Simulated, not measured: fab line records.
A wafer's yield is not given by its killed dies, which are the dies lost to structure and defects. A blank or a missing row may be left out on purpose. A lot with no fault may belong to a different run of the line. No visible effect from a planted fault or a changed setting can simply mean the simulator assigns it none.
fab line records || flow n5Finfet
record {"lots": 4, "wafers": 12, "lastDay": 17}
route steps=1938 shown STI_FIN_REVEAL@209 DUMMY_GATE@212 ILD0@338 BEOL_M4@1111 PASSIVATION@1936
lots that met no fault: taken from a fault-free run of the same line
startH: hours from the record's opening day to when the first of the lot's shown wafers began || waitH: hours since the lot's step before || " identical to the entry in the row above || L1.1+2: a row that stands for several wafers || - no value present, or no start provided || * or withheld: withheld || < > ~ a bound
route shown NAME@n: a module of which the file shows steps, and the number in the route of the first || usual: mean/standard deviation of fault-free wafers || same: alike in all rows || chamber/n: place in a boat || sites: per-site readings || _std_site: the standard deviation of these || _edge_site: outer sites' mean less inner sites' || radiusMm: for every site, how far away it sits from the centre of the wafer || mask NAME#n: copy n || behind: the tool/chamber that last shaped the wafer || hold: what put the lot on hold/how long, in hours/how the hold closed || device: transistor that didn't switch, given as n, p or np || end of line: the route-end tests of the same wafers || for a step that has no rows: nothing shown but its recipe || killed: not the wafer's yield, but the dies lost to structure and defects at the first sort || map: a wafer's dies, x killed, . not, _ none there
set.NAME: the run value of the setting; set.NAME@STEP: its run value at that earlier step || model.NAME: the simulator's own value behind a step, which no gauge read
lots seen at some steps along the route; tables by step, rows by wafer
services: the hour from which a tool's chamber was out of use, counted from the record's first day as startH (under 0 if before that day), plus the number of hours and why
## steps
# step N5_STI_FIN_REVEAL_PRECLEAN_18
# recipe {"chemistry": "SC2", "timeS": 45, "tempC": 35, "mix": "1:1:50"}
# step N5_STI_FIN_REVEAL_SRD_28
# recipe {"dry": "ipaMarangoni", "timeS": 30, "tempC": 23, "rinseLiquid": "diw"}
# step N5_DUMMY_GATE_PRECLEAN_00
# recipe {"chemistry": "O3/DIW", "timeS": 60, "tempC": 22, "o3Ppm": 10}
# step N5_DUMMY_GATE_SRD_01
# recipe {"timeS": 30, "tempC": 23, "rinseLiquid": "diw", "dry": "ipaMarangoni"}
# step N5_DUMMY_GATE_ALD_02
# recipe {"material": "SiO2", "targetThkA": 20, "tempC": 300, "aldPrecursorFamily": "BDEAS", "aldCoReactant": "O2-plasma", "pulseTimeS": 1, "pressureTorr": 2}
# step N5_DUMMY_GATE_CVD_03
# recipe {"material": "a-Si", "targetThkA": 1500, "tempC": 530, "precursor": "SiH4", "timeS": 8042}
# step N5_DUMMY_GATE_PRECLEAN_46
# recipe {"chemistry": "DIW", "timeS": 89.5, "tempC": 23}
# step N5_DUMMY_GATE_SRD_47
# recipe {"dryTimeS": 32, "dry": "n2Spin", "spinRpm": 1500}
# step N5_DUMMY_GATE_CMP_04
# recipe {"material": "a-Si", "postCmpClean": "alkalineBrush"}
# step N5_DUMMY_GATE_HM_DEP_06
# recipe {"material": "SiNx", "targetThkA": 800, "precursor": "DCS/NH3", "tempC": 700, "pressureMtorr": 300, "timeS": 5141}
{"lot.wafer": "L856.2+4", "tool": "lpcvd-02", "chamber": "0/70,0/79", "startH": 76.45, "waitH": 0.6, "model.SiNx_of_DUMMY_GATE_HM_DEP_06.thkNm": 80}
{"lot.wafer": "L856.6", "tool": "lpcvd-02", "chamber": "0/89", "startH": 76.45, "waitH": 0.6, "model.SiNx_of_DUMMY_GATE_HM_DEP_06.thkNm": 79.6}
{"lot.wafer": "L862.1", "tool": "lpcvd-02", "chamber": "1/65", "startH": 110.64, "waitH": 0.0, "model.SiNx_of_DUMMY_GATE_HM_DEP_06.thkNm": 58}
{"lot.wafer": "L862.3+4", "tool": "lpcvd-02", "chamber": "1/75,1/79", "startH": 110.64, "waitH": 0.0, "model.SiNx_of_DUMMY_GATE_HM_DEP_06.thkNm": 57.2}
{"lot.wafer": "L866.1", "tool": "lpcvd-02", "chamber": "0/65", "startH": 134.37, "waitH": 0.0, "model.SiNx_of_DUMMY_GATE_HM_DEP_06.thkNm": 56.6}
{"lot.wafer": "L866.3+5", "tool": "lpcvd-02", "chamber": "0/75,0/84", "startH": 134.37, "waitH": 0.0, "model.SiNx_of_DUMMY_GATE_HM_DEP_06.thkNm": 56.4}
{"lot.wafer": "L872.1", "tool": "lpcvd-01", "chamber": "0/40", "startH": 168.60, "waitH": 0.0, "model.SiNx_of_DUMMY_GATE_HM_DEP_06.thkNm": 80.2}
{"lot.wafer": "L872.3", "tool": "lpcvd-01", "chamber": "0/50", "startH": 168.60, "waitH": 0.0, "model.SiNx_of_DUMMY_GATE_HM_DEP_06.thkNm": 79.8}
{"lot.wafer": "L872.6", "tool": "lpcvd-01", "chamber": "0/64", "startH": 168.60, "waitH": 0.0, "model.SiNx_of_DUMMY_GATE_HM_DEP_06.thkNm": 80}
# step N5_DUMMY_GATE_PECVD_30
# recipe {"material": "SiO2", "targetThkA": 550, "tempC": 400, "precursor": "TEOS/O2", "pressureTorr": 6.5, "rfW": "withheld", "teosFlowSccm": "withheld", "gas": "O2", "flowSccm": 2650, "timeS": 10.8}
# step N5_DUMMY_GATE_COAT_34
# recipe {"resist": "SOC", "tempC": 250, "timeS": 60, "spinRpm": 1500, "resistThkNm": 60}
# step N5_DUMMY_GATE_COAT_35
# recipe {"resist": "SiARC", "tempC": 220, "timeS": 60, "spinRpm": 1500, "resistThkNm": 10}
# step N5_DUMMY_GATE_COAT_28
# recipe {"resist": "underlayer", "tempC": 205, "timeS": 60, "spinRpm": 1500, "resistThkNm": 10}
# step N5_DUMMY_GATE_COAT_09
# recipe {"resist": "CAR-EUV", "spinRpm": 1500, "resistThkNm": 30}
# step N5_DUMMY_GATE_EBR_11
# recipe {"solvent": "PGMEA", "ebrWidthMm": 1.5}
# step N5_DUMMY_GATE_SOFTBAKE_10
# recipe {"tempC": 110, "timeS": 60, "resist": "CAR-EUV"}
# step N5_DUMMY_GATE_EXPOSE_12
# recipe {"maskId": "GATE", "na": 0.33, "sourceShape": "annular", "sigmaInner": 0.2, "sigmaOuter": 0.6, "polarization": "unpolarized", "targetCdNm": 25, "doseMj": 34}
# step N5_DUMMY_GATE_PEB_13
# recipe {"pebTempC": 100, "pebTimeS": 60, "resist": "CAR-EUV"}
# step N5_DUMMY_GATE_DEVELOP_14
# recipe {"developTimeS": 30, "developer": "TMAH", "resist": "CAR-EUV", "rinseLiquid": "surfactantRinse", "dry": "airSpin", "devTempC": 23}
# step N5_DUMMY_GATE_DESCUM_20
# recipe {"chemistry": "O2", "timeS": 6.2, "sourcePowerW": 50, "biasPowerW": 20, "pressureMtorr": 20, "rfFrequencyHz": 2.712e+07, "tempC": 40, "resist": "CAR-EUV", "o2FlowSccm": 225}
# step N5_DUMMY_GATE_ETCH_29
# recipe {"chemistry": "N2/H2", "target": "underlayer", "targetDepthA": 130, "ionEnergyEv": 200, "pressureMtorr": 30, "sourceW": 840, "biasW": 150, "n2FlowSccm": 200, "h2FlowSccm": 200}
# step N5_DUMMY_GATE_ETCH_36
# recipe {"chemistry": "CF4", "target": "SiARC", "targetDepthA": 130, "pressureMtorr": 40, "sourceW": 545, "biasW": 36, "Ar_flow_sccm": 100, "cf4FlowSccm": 100, "ionEnergyEv": 80}
# step N5_DUMMY_GATE_ETCH_37
# recipe {"chemistry": "N2/H2", "target": "SOC", "targetDepthA": 600, "overetchA": 300, "tempC": 40, "ionEnergyEv": 200, "pressureMtorr": 30, "sourceW": 840, "biasW": 150, "n2FlowSccm": 200, "h2FlowSccm": 200}
# step N5_DUMMY_GATE_STRIP_38
# recipe {"chemistry": "N2/H2", "tempC": 40, "n2FlowSccm": 200, "h2FlowSccm": 200, "rfFrequencyHz": 6e+07}
# step N5_DUMMY_GATE_STRIP_39
# recipe {"chemistry": "N2/H2", "tempC": 40, "n2FlowSccm": 200, "h2FlowSccm": 200, "rfFrequencyHz": 6e+07}
# step N5_DUMMY_GATE_TRIM_49
# recipe {"chemistry": "O2", "resist": "SOC", "timeS": 29, "targetCdNm": 14, "sourcePowerW": 300, "biasPowerW": 0, "O2_flow_sccm": 100, "tempC": 20}
# step N5_DUMMY_GATE_STRIP_40
# recipe {"chemistry": "CF4", "resist": "SiARC", "powerW": 300, "biasPowerW": 75, "pressureMtorr": 50, "cf4FlowSccm": 150, "rfFrequencyHz": 6e+07}
# step N5_DUMMY_GATE_ETCH_31
# recipe {"chemistry": "C4F6/O2", "target": "SiO2", "maskMaterial": "SOC", "targetDepthA": 825, "timeS": 27.5, "ionEnergyEv": 250, "pressureMtorr": 30, "sourceW": 345, "biasW": 185, "Ar_flow_sccm": 300, "C4F6_flow_sccm": 10, "O2_flow_sccm": 10}
# step N5_DUMMY_GATE_STRIP_41
# recipe {"chemistry": "O2", "powerW": 400, "tempC": 40, "pressureMtorr": 30, "rfFrequencyHz": 6e+07, "biasPowerW": 0, "overashFraction": 0.3, "o2FlowSccm": 225}
# step N5_DUMMY_GATE_HM_OPEN_21
# recipe {"chemistry": "CH3F/O2", "target": "SiNx", "targetDepthA": 1200, "Ar_flow_sccm": 150, "CH3F_flow_sccm": 30, "O2_flow_sccm": 23, "timeS": 171.4, "pressureMtorr": 30, "sourceW": 395, "biasW": 73, "ionEnergyEv": 120.7}
# step N5_DUMMY_GATE_ETCH_32
# recipe {"chemistry": "CF4", "target": "SiO2", "targetDepthA": 35, "timeS": 3.9, "ionEnergyEv": 350, "pressureMtorr": 10, "icpW": 800, "biasW": 400, "cf4FlowSccm": 80}
# step N5_DUMMY_GATE_ETCH_23
# recipe {"chemistry": "HBr/Cl2/O2", "HBr_flow_sccm": 150, "Cl2_flow_sccm": 80, "O2_flow_sccm": 12, "biasW": 102, "targetDepthA": 410, "timeS": 22.3, "target": "poly-Si", "maskMaterial": "SiO2", "pressureMtorr": 10, "icpW": 800}
# step N5_DUMMY_GATE_ETCH_44
# recipe {"chemistry": "HBr/O2", "overEtchFrac": 0.7, "targetDepthA": 1275, "stopOn": "SiO2", "ionEnergyEv": 60, "biasW": 20, "target": "poly-Si", "maskMaterial": "SiO2", "pressureMtorr": 20, "icpW": 400, "HBr_flow_sccm": 120, "O2_flow_sccm": 10}
# step N5_ILD0_CMP_03
# recipe {"stopOn": "SiNx", "tOverpolishS": 1.9, "postCmpClean": "alkalineBrush", "downForcePsi": 4.1491, "platenRpm": 51.796, "padVelocityMS": 1.0306, "targetThkNm": 197.38}
# usual {"edgeZonePressureFrac": "1.001/0.0053", "motorCurrentA": "12.7/1.2", "overpolishRunS": "1.900/0.009", "slurryFlowMlMin": "149.9/0.48", "timeToEndpointS": "70/3.4"}
{"lot.wafer": "L856.2", "tool": "cmp-03", "chamber": 2, "startH": 98.73, "waitH": 0.1, "edgeZonePressureFrac": 0.996, "motorCurrentA": 12.7, "overpolishRunS": 1.893, "slurryFlowMlMin": 150.2, "timeToEndpointS": 70, "model.SiNx_of_DUMMY_GATE_HM_DEP_06.thkNm": 77}
{"lot.wafer": "L856.4", "tool": "cmp-03", "chamber": 0, "startH": 98.73, "waitH": 0.1, "edgeZonePressureFrac": 1.013, "motorCurrentA": 13.9, "overpolishRunS": 1.894, "slurryFlowMlMin": 149.9, "timeToEndpointS": 69, "model.SiNx_of_DUMMY_GATE_HM_DEP_06.thkNm": 77}
{"lot.wafer": "L856.6", "tool": "cmp-03", "chamber": 2, "startH": 98.73, "waitH": 0.1, "edgeZonePressureFrac": 0.998, "motorCurrentA": 12.7, "overpolishRunS": 1.891, "slurryFlowMlMin": 150.8, "timeToEndpointS": 71, "model.SiNx_of_DUMMY_GATE_HM_DEP_06.thkNm": 76.6}
{"lot.wafer": "L862.3", "tool": "cmp-03", "chamber": 1, "startH": 130.45, "waitH": 0.0, "edgeZonePressureFrac": 0.998, "motorCurrentA": 13.0, "overpolishRunS": 1.900, "slurryFlowMlMin": 150.2, "timeToEndpointS": 68, "model.SiNx_of_DUMMY_GATE_HM_DEP_06.thkNm": 54.2}
{"lot.wafer": "L862.4", "tool": "cmp-03", "chamber": 2, "startH": 130.45, "waitH": 0.0, "edgeZonePressureFrac": 1.020, "motorCurrentA": 12.0, "overpolishRunS": 1.886, "slurryFlowMlMin": 149.7, "timeToEndpointS": 67, "model.SiNx_of_DUMMY_GATE_HM_DEP_06.thkNm": 54.2}
{"lot.wafer": "L862.1", "tool": "cmp-03", "chamber": 0, "startH": 130.45, "waitH": 0.0, "edgeZonePressureFrac": 0.999, "motorCurrentA": 13.9, "overpolishRunS": 1.893, "slurryFlowMlMin": 150.2, "timeToEndpointS": 65, "model.SiNx_of_DUMMY_GATE_HM_DEP_06.thkNm": 55}
{"lot.wafer": "L866.1", "tool": "cmp-02", "chamber": 0, "startH": 154.41, "waitH": 0.1, "edgeZonePressureFrac": 1.001, "motorCurrentA": 14.2, "overpolishRunS": 1.897, "slurryFlowMlMin": 150.3, "timeToEndpointS": 67, "model.SiNx_of_DUMMY_GATE_HM_DEP_06.thkNm": 53.6}
{"lot.wafer": "L866.3", "tool": "cmp-02", "chamber": 1, "startH": 154.41, "waitH": 0.1, "edgeZonePressureFrac": 1.004, "motorCurrentA": 12.5, "overpolishRunS": 1.883, "slurryFlowMlMin": 149.8, "timeToEndpointS": 73, "model.SiNx_of_DUMMY_GATE_HM_DEP_06.thkNm": 53.4}
{"lot.wafer": "L866.5", "tool": "cmp-02", "chamber": 2, "startH": 154.41, "waitH": 0.1, "edgeZonePressureFrac": 0.999, "motorCurrentA": 14.7, "overpolishRunS": 1.896, "slurryFlowMlMin": 149.8, "timeToEndpointS": 73, "model.SiNx_of_DUMMY_GATE_HM_DEP_06.thkNm": 53.4}
{"lot.wafer": "L872.3", "tool": "cmp-03", "chamber": 2, "startH": 187.61, "waitH": 0.0, "edgeZonePressureFrac": 0.990, "motorCurrentA": 13.3, "overpolishRunS": 1.900, "slurryFlowMlMin": 149.6, "timeToEndpointS": 66, "model.SiNx_of_DUMMY_GATE_HM_DEP_06.thkNm": 76.8}
{"lot.wafer": "L872.1", "tool": "cmp-03", "chamber": 0, "startH": 187.61, "waitH": 0.0, "edgeZonePressureFrac": 1.002, "motorCurrentA": 14.6, "overpolishRunS": 1.913, "slurryFlowMlMin": 149.2, "timeToEndpointS": 68, "model.SiNx_of_DUMMY_GATE_HM_DEP_06.thkNm": 77.2}
{"lot.wafer": "L872.6", "tool": "cmp-03", "chamber": 3, "startH": 187.61, "waitH": 0.0, "edgeZonePressureFrac": 0.997, "motorCurrentA": 12.0, "overpolishRunS": 1.898, "slurryFlowMlMin": 150.7, "timeToEndpointS": 65, "model.SiNx_of_DUMMY_GATE_HM_DEP_06.thkNm": 77}
# step N5_BEOL_M4_RC_MEAS_101
# usual {"DIBL_N": "35.9/1.4", "DIBL_P": "35.9/1.7", "IOFF_N": "0.160/0.026", "IOFF_P": "0.21/0.036", "ION_N": "672/11", "ION_P": "461/8.1", "SS_N": "71.4/0.54", "SS_P": "73.2/0.67", "VT_N": "249.3/2.7", "VT_P": "-250/3.9"}
{"lot.wafer": "L856.2", "tool": "prober-01", "chamber": 0, "startH": 206.68, "waitH": 0.2, "DIBL_N[mV/V]": 37.3, "DIBL_P[mV/V]": 36.4, "IOFF_N[nA/um]": 0.173, "IOFF_P[nA/um]": 0.21, "ION_N[uA/um]": 675, "ION_P[uA/um]": 459, "SS_N[mV/dec]": 72.2, "SS_P[mV/dec]": 73.3, "VT_N[mV]": 249.2, "VT_P[mV]": -253}
{"lot.wafer": "L856.4", "tool": "prober-01", "chamber": 0, "startH": 206.68, "waitH": 0.2, "DIBL_N[mV/V]": 37.3, "DIBL_P[mV/V]": 36.9, "IOFF_N[nA/um]": 0.181, "IOFF_P[nA/um]": 0.22, "ION_N[uA/um]": 679, "ION_P[uA/um]": 463, "SS_N[mV/dec]": 72.2, "SS_P[mV/dec]": 73.5, "VT_N[mV]": 247.8, "VT_P[mV]": -251}
{"lot.wafer": "L856.6", "tool": "prober-01", "chamber": 0, "startH": 206.68, "waitH": 0.2, "DIBL_N[mV/V]": 35.6, "DIBL_P[mV/V]": 33.8, "IOFF_N[nA/um]": 0.142, "IOFF_P[nA/um]": 0.17, "ION_N[uA/um]": 659, "ION_P[uA/um]": 450, "SS_N[mV/dec]": 71.8, "SS_P[mV/dec]": 73.5, "VT_N[mV]": 253.4, "VT_P[mV]": -256}
{"lot.wafer": "L862.1", "tool": "prober-01", "chamber": 0, "startH": 232.06, "waitH": 0.0, "DIBL_N[mV/V]": 35.1, "DIBL_P[mV/V]": 35.2, "IOFF_N[nA/um]": 0.136, "IOFF_P[nA/um]": 0.16, "ION_N[uA/um]": 659, "ION_P[uA/um]": 451, "SS_N[mV/dec]": 71.1, "SS_P[mV/dec]": 73.5, "VT_N[mV]": 253.4, "VT_P[mV]": -254}
{"lot.wafer": "L862.3", "tool": "prober-01", "chamber": 0, "startH": 232.06, "waitH": 0.0, "DIBL_N[mV/V]": 34.4, "DIBL_P[mV/V]": 34.3, "IOFF_N[nA/um]": 0.121, "IOFF_P[nA/um]": 0.16, "ION_N[uA/um]": 644, "ION_P[uA/um]": 442, "SS_N[mV/dec]": 71.2, "SS_P[mV/dec]": 72.7, "VT_N[mV]": 253.6, "VT_P[mV]": -257}
{"lot.wafer": "L862.4", "tool": "prober-01", "chamber": 0, "startH": 232.06, "waitH": 0.0, "DIBL_N[mV/V]": 35.5, "DIBL_P[mV/V]": 35.0, "IOFF_N[nA/um]": 0.142, "IOFF_P[nA/um]": 0.17, "ION_N[uA/um]": 666, "ION_P[uA/um]": 451, "SS_N[mV/dec]": 70.7, "SS_P[mV/dec]": 73.6, "VT_N[mV]": 251.3, "VT_P[mV]": -255}
{"lot.wafer": "L866.1", "tool": "prober-02", "chamber": 0, "startH": 254.92, "waitH": 0.0, "DIBL_N[mV/V]": 33.2, "DIBL_P[mV/V]": 33.0, "IOFF_N[nA/um]": 0.127, "IOFF_P[nA/um]": 0.14, "ION_N[uA/um]": 662, "ION_P[uA/um]": 451, "SS_N[mV/dec]": 70.4, "SS_P[mV/dec]": 72.6, "VT_N[mV]": 252.5, "VT_P[mV]": -257}
{"lot.wafer": "L866.3", "tool": "prober-02", "chamber": 0, "startH": 254.92, "waitH": 0.0, "DIBL_N[mV/V]": 35.3, "DIBL_P[mV/V]": 35.4, "IOFF_N[nA/um]": 0.143, "IOFF_P[nA/um]": 0.15, "ION_N[uA/um]": 667, "ION_P[uA/um]": 451, "SS_N[mV/dec]": 71.1, "SS_P[mV/dec]": 73.0, "VT_N[mV]": 251.1, "VT_P[mV]": -258}
{"lot.wafer": "L866.5", "tool": "prober-02", "chamber": 0, "startH": 254.92, "waitH": 0.0, "DIBL_N[mV/V]": 34.4, "DIBL_P[mV/V]": 34.5, "IOFF_N[nA/um]": 0.135, "IOFF_P[nA/um]": 0.15, "ION_N[uA/um]": 663, "ION_P[uA/um]": 450, "SS_N[mV/dec]": 71.1, "SS_P[mV/dec]": 72.9, "VT_N[mV]": 250.8, "VT_P[mV]": -258}
{"lot.wafer": "L872.1", "tool": "prober-02", "chamber": 0, "startH": 291.59, "waitH": 0.0, "DIBL_N[mV/V]": 37.4, "DIBL_P[mV/V]": 37.5, "IOFF_N[nA/um]": 0.186, "IOFF_P[nA/um]": 0.24, "ION_N[uA/um]": 686, "ION_P[uA/um]": 467, "SS_N[mV/dec]": 71.7, "SS_P[mV/dec]": 73.2, "VT_N[mV]": 244.6, "VT_P[mV]": -249}
{"lot.wafer": "L872.3", "tool": "prober-02", "chamber": 0, "startH": 291.59, "waitH": 0.0, "DIBL_N[mV/V]": 36.3, "DIBL_P[mV/V]": 35.5, "IOFF_N[nA/um]": 0.146, "IOFF_P[nA/um]": 0.21, "ION_N[uA/um]": 669, "ION_P[uA/um]": 461, "SS_N[mV/dec]": 71.2, "SS_P[mV/dec]": 72.5, "VT_N[mV]": 250.1, "VT_P[mV]": -248}
{"lot.wafer": "L872.6", "tool": "prober-02", "chamber": 0, "startH": 291.59, "waitH": 0.0, "DIBL_N[mV/V]": 37.3, "DIBL_P[mV/V]": 36.0, "IOFF_N[nA/um]": 0.164, "IOFF_P[nA/um]": 0.21, "ION_N[uA/um]": 661, "ION_P[uA/um]": 456, "SS_N[mV/dec]": 71.2, "SS_P[mV/dec]": 73.2, "VT_N[mV]": 250.7, "VT_P[mV]": -252}
# step N5_PASSIVATION_PROBE_49
# usual {"defectLimitedYield": "90.9/1.5", "killed_at_M0_to_M3": "35/10", "killed_at_M4_up": "14/5.2", "killedAtContacts": "13/7.3", "killedAtFrontEnd": "42/12", "killedAtOther": "3.4/2.5", "killedDies": "108/18", "killedOpen": "70/13", "killedShort": "35/8", "sort_bin_5_function": "5.4/1", "sort_bin_6_memory": "3.4/0.71", "sortNPass": "1072/18", "sortYieldPct": "90.9/1.5"}
# same {"grossDies": 1180, "killedAtBackSide": 0, "sort_bin_4_leakage[%]": 0, "sort_bin_8_speed[%]": 0}
{"lot.wafer": "L856.2", "tool": "prober-02", "chamber": "-", "startH": 303.45, "waitH": 0.1, "defectLimitedYield[%]": 92.4, "killed_at_M0_to_M3": 18, "killed_at_M4_up": 9, "killedAtContacts": 29, "killedAtFrontEnd": 28, "killedAtOther": 6, "killedDies": 90, "killedOpen": 61, "killedShort": 27, "sort_bin_5_function[%]": 4.5, "sort_bin_6_memory[%]": 3.0, "sortNPass": 1090, "sortYieldPct[%]": 92.4}
{"lot.wafer": "L856.4", "tool": "prober-02", "chamber": "-", "startH": 303.55, "waitH": 0.2, "defectLimitedYield[%]": 89.9, "killed_at_M0_to_M3": 38, "killed_at_M4_up": 11, "killedAtContacts": 17, "killedAtFrontEnd": 46, "killedAtOther": 7, "killedDies": 119, "killedOpen": 87, "killedShort": 32, "sort_bin_5_function[%]": 6.0, "sort_bin_6_memory[%]": 3.6, "sortNPass": 1061, "sortYieldPct[%]": 89.9}
{"lot.wafer": "L856.6", "tool": "prober-02", "chamber": "-", "startH": 303.65, "waitH": 0.3, "defectLimitedYield[%]": 92.9, "killed_at_M0_to_M3": 20, "killed_at_M4_up": 14, "killedAtContacts": 14, "killedAtFrontEnd": 34, "killedAtOther": 2, "killedDies": 84, "killedOpen": 50, "killedShort": 32, "sort_bin_5_function[%]": 4.1, "sort_bin_6_memory[%]": 2.9, "sortNPass": 1096, "sortYieldPct[%]": 92.9}
# killed by level:class
L856.2 MOL_CONTACT_COAG:geometricParticle:open=26 FIN_SAQP:geometricParticle:open=5 GATE_CUT:geometricParticle:short=5 STI_FIN_REVEAL:geometricParticle:open=4 BEOL_M4:geometricParticle:open=4 BEOL_M3:geometricParticle:short=4 GATE_CUT:geometricParticle:open=3 MOL_CONTACT_COAG:geometricParticle:short=3
L856.4 STI_FIN_REVEAL:geometricParticle:open=18 FIN_SAQP:geometricParticle:open=14 BEOL_M0:geometricParticle:open=14 MOL_CONTACT_COAG:geometricParticle:open=11 BEOL_M2:geometricParticle:open=7 MOL_CONTACT_COAG:geometricParticle:short=6 MIM_TOP:geometricParticle:short=6 FIN_SAQP:geometricParticle:short=5
L856.6 MOL_CONTACT_COAG:geometricParticle:open=13 FIN_SAQP:geometricParticle:short=8 FIN_SAQP:geometricParticle:open=6 STI_FIN_REVEAL:geometricParticle:open=5 BEOL_M0_SAQP:geometricParticle:open=5 BEOL_M0_SAQP:geometricParticle:short=4 GATE_CUT:geometricParticle:short=3 BEOL_M3:geometricParticle:open=3
## services
{"tool": "cmp-03", "chamber": "-", "startH": 54.31, "hours": 0.5, "kind": "repair"}
{"tool": "cmp-03", "chamber": "-", "startH": 55.56, "hours": "-", "kind": "consumableReplace:conditioner"}
{"tool": "cmp-03", "chamber": "-", "startH": 55.56, "hours": "-", "kind": "consumableReplace:pad"}
{"tool": "cmp-02", "chamber": "-", "startH": 55.94, "hours": 0.7, "kind": "repair"}
{"tool": "cmp-02", "chamber": "-", "startH": 63.12, "hours": 1.1, "kind": "repair"}
{"tool": "cmp-02", "chamber": "-", "startH": 95.36, "hours": 3.7, "kind": "pm"}
{"tool": "lpcvd-01", "chamber": "-", "startH": 129.99, "hours": 17.2, "kind": "pm"}
{"tool": "cmp-02", "chamber": "-", "startH": 149.95, "hours": 1.8, "kind": "repair"}
{"tool": "cmp-02", "chamber": "-", "startH": 158.13, "hours": 5.8, "kind": "repair"}
## key
firstSign none at tools or gauges
modelEffect {"step": "N5_DUMMY_GATE_HM_DEP_06", "value": "SiNx_of_DUMMY_GATE_HM_DEP_06.thkNm", "without": 80.4, "struck": 56.97}
modelEffect {"step": "N5_ILD0_CMP_03", "value": "SiNx_of_DUMMY_GATE_HM_DEP_06.thkNm", "without": 77.37, "struck": 53.97}
metAt N5_DUMMY_GATE_HM_DEP_06
struckWafers L862.1,L862.3,L862.4,L866.1,L866.3,L866.5
onsetBetween 76.45 110.64
fault {"kind": "processParameterDrift", "tool": "lpcvd-02", "chamber": "-", "onsetH": 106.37, "steps": "N5_DUMMY_GATE_HM_DEP_06", "channel": "timeS", "offset": "*", "shape": "step", "endH": 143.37, "actsIn": "*", "stated": "*"}
